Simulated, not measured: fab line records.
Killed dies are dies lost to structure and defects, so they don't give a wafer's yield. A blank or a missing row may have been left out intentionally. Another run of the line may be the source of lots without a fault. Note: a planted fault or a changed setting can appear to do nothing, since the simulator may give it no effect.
Chamber matching | flow n5_finfet | ald_metal-01 running N5_HKMG_FIN_ALD_21: 4 sister chambers
The step deposits TiN, target thk 1.5 nm, pulse time 1 s, purge time 3 s. 8 wafers are shown with their chamber, then 8 later ones without.

== WAFERS PAIRED WITH THEIR CHAMBERS ==
wafer  | chamber | heater_power_w (W) | precursor_pulse_height_rel
L077.1 | 0       | 836                | 0.992
L080.1 | 0       | 831                | 0.979
L086.1 | 3       | 782                | 1.000
L086.4 | 2       | 764                | 1.015
L090.1 | 3       | 786                | 1.011
L090.2 | 1       | 789                | 0.990
L090.5 | 1       | 794                | 0.993
L091.2 | 2       | 763                | 1.028

== WAFERS WITH NO CHAMBER GIVEN ==
wafer  | heater_power_w (W) | precursor_pulse_height_rel
L091.3 | 826                | 1.026
L091.4 | 804                | 1.025
L094.1 | 819                | 1.019
L094.4 | 782                | 1.000
L094.6 | 786                | 1.023
L097.2 | 789                | 0.989
L097.5 | 838                | 1.034
L097.6 | 788                | 0.980

== WHICH CHAMBER EACH WENT THROUGH ==
wafer  | from the rows above     | in truth
L091.3 | 0                       | 0
L091.4 | can't be placed: 1 or 3 | 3
L094.1 | 0                       | 0
L094.4 | 3                       | 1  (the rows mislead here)
L094.6 | 3                       | 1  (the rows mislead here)
L097.2 | can't be placed: 1 or 3 | 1
L097.5 | 0                       | 0
L097.6 | can't be placed: 1 or 3 | 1
Placed correctly: 3 of 8. Can't be placed from these rows: 3 (the true chamber is among the candidates in 3). Wrongly placed: 2.
How it was worked out, from the rows above alone: a wafer's distance from a chamber is the root of the sum, over the readings, of the square of ((its reading less the chamber's mean) divided by the reading's scatter). The wafer belongs to the nearest chamber; if the next one is less than 2 further off, it can't be placed. Each chamber's mean is taken over the wafers shown for it. The scatter: the root of (the sum of the squares of (reading less its chamber's mean) over the shown wafers, divided by (wafers less chambers)).
